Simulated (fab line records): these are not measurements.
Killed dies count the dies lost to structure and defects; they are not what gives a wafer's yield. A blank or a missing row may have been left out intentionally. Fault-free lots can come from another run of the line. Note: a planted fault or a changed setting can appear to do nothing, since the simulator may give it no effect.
Chamber matching ; flow nand-harc ; NHARC_A_SGD_CUT_CMP_21 on cmp-04: 3 sister chambers
The step polishes, target thk 148.19 nm. 16 wafers are shown with their chamber, then 6 later ones without.

## WAFERS WITH THEIR CHAMBER
wafer;chamber;motor-current-A (A);time-to-endpoint-s (s)
L719.1;3;10.0;51
L719.2;1;12.1;47
L719.4;2;15.2;51
L722.2;1;12.2;48
L722.3;3;10.1;53
L722.6;3;9.9;52
L723.1;1;12.5;51
L723.3;3;9.8;54
L723.6;1;12.6;47
L724.2;2;13.7;58
L724.3;3;10.0;57
L724.5;2;14.9;55
L727.2;3;9.7;54
L727.5;3;10.4;56
L727.6;2;14.6;56
L728.1;1;12.6;49

SIGNATURES, as means of the wafers listed above
reading;chamber 1;chamber 2;chamber 3;scatter within a chamber
motor-current-A;12.400;14.600;9.986;0.371
time-to-endpoint-s;48.40;55.00;53.86;2.22
Rule: for a wafer and a chamber, the distance is found by dividing, reading by reading, the gap between the wafer's reading and the chamber's mean by the reading's scatter, squaring, summing and taking the root. If the next closest chamber is less than 2 further off than the closest, the wafer can't be placed; otherwise it belongs to the closest. The scatter: take each reading less its chamber's mean, square it, sum over the shown wafers, divide by the number of wafers less the number of chambers, and take the root.

## WAFERS MISSING THEIR CHAMBER
wafer;motor-current-A (A);time-to-endpoint-s (s)
L728.2;14.4;53
L737.3;12.4;42
L737.4;11.1;50
L741.2;14.3;49
L741.3;12.3;47
L741.5;12.6;45

## WHICH CHAMBER EACH WENT THROUGH
wafer;from the rows above;in truth
L728.2;2;2
L737.3;1;1
L737.4;can't be placed: 3 or 1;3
L741.2;2;2
L741.3;1;1
L741.5;1;1
5 of 6 placed correctly. These rows do not allow placing 1 (true chamber among the candidates in 1). Placed wrongly: 0.
